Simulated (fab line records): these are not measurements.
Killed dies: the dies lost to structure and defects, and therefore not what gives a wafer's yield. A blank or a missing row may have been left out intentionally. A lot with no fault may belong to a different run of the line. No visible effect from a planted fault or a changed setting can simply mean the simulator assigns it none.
Chamber matching :: flow n5-finfet :: N5_SDB_ALD_29 on ald-sin-02 has 4 sister chambers
The step deposits SiNx, target thk 30 nm, pulse time 1 s, ald cycles 600. 18 wafers are shown with their chamber, then 9 later ones without.

## EACH WAFER AND ITS CHAMBER
wafer: L074.1
chamber: 3
heater-power-w (W): 755
chamber-pressure-Torr (Torr): 2.012
precursor-pulse-height-rel: 1.016

wafer: L074.2
chamber: 0
heater-power-w (W): 793
chamber-pressure-Torr (Torr): 1.996
precursor-pulse-height-rel: 0.979

wafer: L074.3
chamber: 2
heater-power-w (W): 788
chamber-pressure-Torr (Torr): 2.007
precursor-pulse-height-rel: 0.989

wafer: L078.1
chamber: 1
heater-power-w (W): 793
chamber-pressure-Torr (Torr): 1.996
precursor-pulse-height-rel: 1.016

wafer: L078.3
chamber: 2
heater-power-w (W): 803
chamber-pressure-Torr (Torr): 1.994
precursor-pulse-height-rel: 1.006

wafer: L078.4
chamber: 0
heater-power-w (W): 783
chamber-pressure-Torr (Torr): 1.999
precursor-pulse-height-rel: 0.978

wafer: L079.2
chamber: 1
heater-power-w (W): 787
chamber-pressure-Torr (Torr): 1.994
precursor-pulse-height-rel: 0.989

wafer: L079.3
chamber: 2
heater-power-w (W): 827
chamber-pressure-Torr (Torr): 2.004
precursor-pulse-height-rel: 1.002

wafer: L079.6
chamber: 1
heater-power-w (W): 778
chamber-pressure-Torr (Torr): 1.993
precursor-pulse-height-rel: 0.994

wafer: L084.1
chamber: 0
heater-power-w (W): 796
chamber-pressure-Torr (Torr): 2.002
precursor-pulse-height-rel: 0.990

wafer: L084.3
chamber: 1
heater-power-w (W): 788
chamber-pressure-Torr (Torr): 1.999
precursor-pulse-height-rel: 1.008

wafer: L084.4
chamber: 3
heater-power-w (W): 757
chamber-pressure-Torr (Torr): 2.002
precursor-pulse-height-rel: 1.021

wafer: L090.1
chamber: 0
heater-power-w (W): 789
chamber-pressure-Torr (Torr): 2.000
precursor-pulse-height-rel: 1.011

wafer: L090.5
chamber: 2
heater-power-w (W): 822
chamber-pressure-Torr (Torr): 2.004
precursor-pulse-height-rel: 1.012

wafer: L090.6
chamber: 1
heater-power-w (W): 797
chamber-pressure-Torr (Torr): 1.998
precursor-pulse-height-rel: 0.969

wafer: L091.1
chamber: 2
heater-power-w (W): 776
chamber-pressure-Torr (Torr): 2.007
precursor-pulse-height-rel: 0.983

wafer: L091.5
chamber: 0
heater-power-w (W): 784
chamber-pressure-Torr (Torr): 2.002
precursor-pulse-height-rel: 1.003

wafer: L091.6
chamber: 1
heater-power-w (W): 801
chamber-pressure-Torr (Torr): 2.001
precursor-pulse-height-rel: 1.003

SIGNATURES, as means of the wafers listed above
reading: heater-power-w
chamber 0: 789.00
chamber 1: 790.67
chamber 2: 803.20
chamber 3: 756.00
scatter within a chamber: 13

reading: chamber-pressure-Torr
chamber 0: 1.99980
chamber 1: 1.99683
chamber 2: 2.00320
chamber 3: 2.00700
scatter within a chamber: 0.00411

reading: precursor-pulse-height-rel
chamber 0: 0.99220
chamber 1: 0.99650
chamber 2: 0.99840
chamber 3: 1.01850
scatter within a chamber: 0.0142
Rule: for a wafer and a chamber, the distance is found by dividing, reading by reading, the gap between the wafer's reading and the chamber's mean by the reading's scatter, squaring, summing and taking the root. If the next closest chamber is less than 2 further off than the closest, the wafer can't be placed; otherwise it belongs to the closest. How the scatter is found: for the shown wafers, subtract from each reading the mean of its chamber, square and add these, divide the total by (wafers less chambers), then take the root.

## WAFERS WHOSE CHAMBER IS MISSING
wafer: L093.2
heater-power-w (W): 802
chamber-pressure-Torr (Torr): 2.002
precursor-pulse-height-rel: 1.019

wafer: L093.4
heater-power-w (W): 743
chamber-pressure-Torr (Torr): 2.008
precursor-pulse-height-rel: 0.964

wafer: L093.5
heater-power-w (W): 816
chamber-pressure-Torr (Torr): 1.997
precursor-pulse-height-rel: 1.010

wafer: L094.2
heater-power-w (W): 808
chamber-pressure-Torr (Torr): 1.997
precursor-pulse-height-rel: 1.012

wafer: L094.4
heater-power-w (W): 818
chamber-pressure-Torr (Torr): 1.998
precursor-pulse-height-rel: 1.019

wafer: L094.6
heater-power-w (W): 777
chamber-pressure-Torr (Torr): 2.000
precursor-pulse-height-rel: 1.010

wafer: L095.3
heater-power-w (W): 780
chamber-pressure-Torr (Torr): 2.006
precursor-pulse-height-rel: 0.983

wafer: L095.4
heater-power-w (W): 821
chamber-pressure-Torr (Torr): 2.003
precursor-pulse-height-rel: 1.022

wafer: L095.6
heater-power-w (W): 787
chamber-pressure-Torr (Torr): 2.001
precursor-pulse-height-rel: 0.986

## EACH ONE'S CHAMBER
wafer: L093.2
from the rows above: can't be placed: 2 or 1 or 0
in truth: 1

wafer: L093.4
from the rows above: can't be placed: 3 or 0 or 1 or 2
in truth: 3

wafer: L093.5
from the rows above: can't be placed: 2 or 1 or 0
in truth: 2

wafer: L094.2
from the rows above: can't be placed: 1 or 2 or 0
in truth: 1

wafer: L094.4
from the rows above: can't be placed: 2 or 1 or 0
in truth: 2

wafer: L094.6
from the rows above: can't be placed: 0 or 1 or 2 or 3
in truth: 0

wafer: L095.3
from the rows above: can't be placed: 0 or 2 or 1 or 3
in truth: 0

wafer: L095.4
from the rows above: can't be placed: 2 or 1 or 0
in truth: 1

wafer: L095.6
from the rows above: can't be placed: 0 or 1 or 2
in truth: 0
Correct placement for 0 of the 9. Not placeable from these rows: 9 (in 9, the candidates include the true chamber). Placed wrongly: 0.
